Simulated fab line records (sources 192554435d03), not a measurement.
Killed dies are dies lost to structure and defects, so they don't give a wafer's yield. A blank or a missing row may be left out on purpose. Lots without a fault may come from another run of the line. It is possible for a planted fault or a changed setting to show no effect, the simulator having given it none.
Which tool is to blame? + flow n5-finfet + 12 lots with 36 wafers sampled at 2 steps, on a route of 1938 steps

== WHAT THE GAUGES SHOWED, per wafer ==
N5_FIN_SAQP_CD_MEAS_37: target cd 8 nm.
| lot  | measured    | on        | cd-nm (nm)     |
|------|-------------|-----------|----------------|
| L075 | day 2 10:04 | cd-sem-01 | 8.07 8.30 8.49 |
| L077 | day 2 20:29 | cd-sem-02 | 7.78 8.21 8.38 |
| L079 | day 3 11:43 | cd-sem-01 | 8.01 7.90 8.29 |
| L081 | day 3 20:13 | cd-sem-02 | 7.93 7.83 7.94 |
| L083 | day 4 08:16 | cd-sem-01 | 8.26 8.01 8.14 |
| L085 | day 4 21:25 | cd-sem-02 | 8.38 7.79 8.51 |
| L087 | day 5 09:53 | cd-sem-03 | 8.66 7.90 8.06 |
| L089 | day 5 19:56 | cd-sem-01 | 8.12 7.76 7.72 |
| L091 | day 6 10:00 | cd-sem-03 | 7.78 8.45 8.16 |
| L093 | day 7 02:22 | cd-sem-01 | 8.01 8.07 8.12 |
| L095 | day 7 08:16 | cd-sem-01 | 7.91 8.41 8.23 |
| L097 | day 7 19:28 | cd-sem-03 | 8.35 8.63 8.47 |

== WHAT TOOL EACH LOT RAN ON (gives the tool, then ch and the chambers of the sampled wafers, and finally the start) ==
| lot  | N5_FIN_SAQP_ETCH_64             |
|------|---------------------------------|
| L075 | rie-si-06 ch 0,2,3, day 2 09:55 |
| L077 | rie-si-01 ch 0,1,3, day 2 20:21 |
| L079 | rie-si-06 ch 0,1,3, day 3 11:34 |
| L081 | rie-si-06 ch 0,1, day 3 20:05   |
| L083 | rie-si-01 ch 0,1, day 4 08:08   |
| L085 | rie-si-01 ch 0,1,2, day 4 21:16 |
| L087 | rie-si-06 ch 1,2,3, day 5 09:45 |
| L089 | rie-si-04 ch 2,3, day 5 19:48   |
| L091 | rie-si-01 ch 0,1,3, day 6 09:51 |
| L093 | rie-si-01 ch 1,2,3, day 7 02:13 |
| L095 | rie-si-04 ch 0,1,3, day 7 08:07 |
| L097 | rie-si-04 ch 0,1,3, day 7 19:20 |
- N5_FIN_SAQP_ETCH_64: etches SiO2 in CF4, target depth 1.5 nm.

== THE ANSWER, worked out from the rows above alone ==
Rule: usual is defined by the lots themselves. Put in order of their means at a reading, lots are off if they are a third of the lots or fewer, leave a main group of 4 or more, and stand apart from it by a gap of 3 or more times the standard deviation of the main group's means; of several such gaps the widest counts. Not used: any main group whose means are identical at the precision the tables above print for the reading. Also off: a lot with no number at a reading for which 4 or more lots have one. Any other lot the step has rows for is counted as sound.
Across all readings shown, no lot is off: no conclusion can be drawn from this.

== WHAT HAD BEEN PUT IN BY THE SIMULATOR ==
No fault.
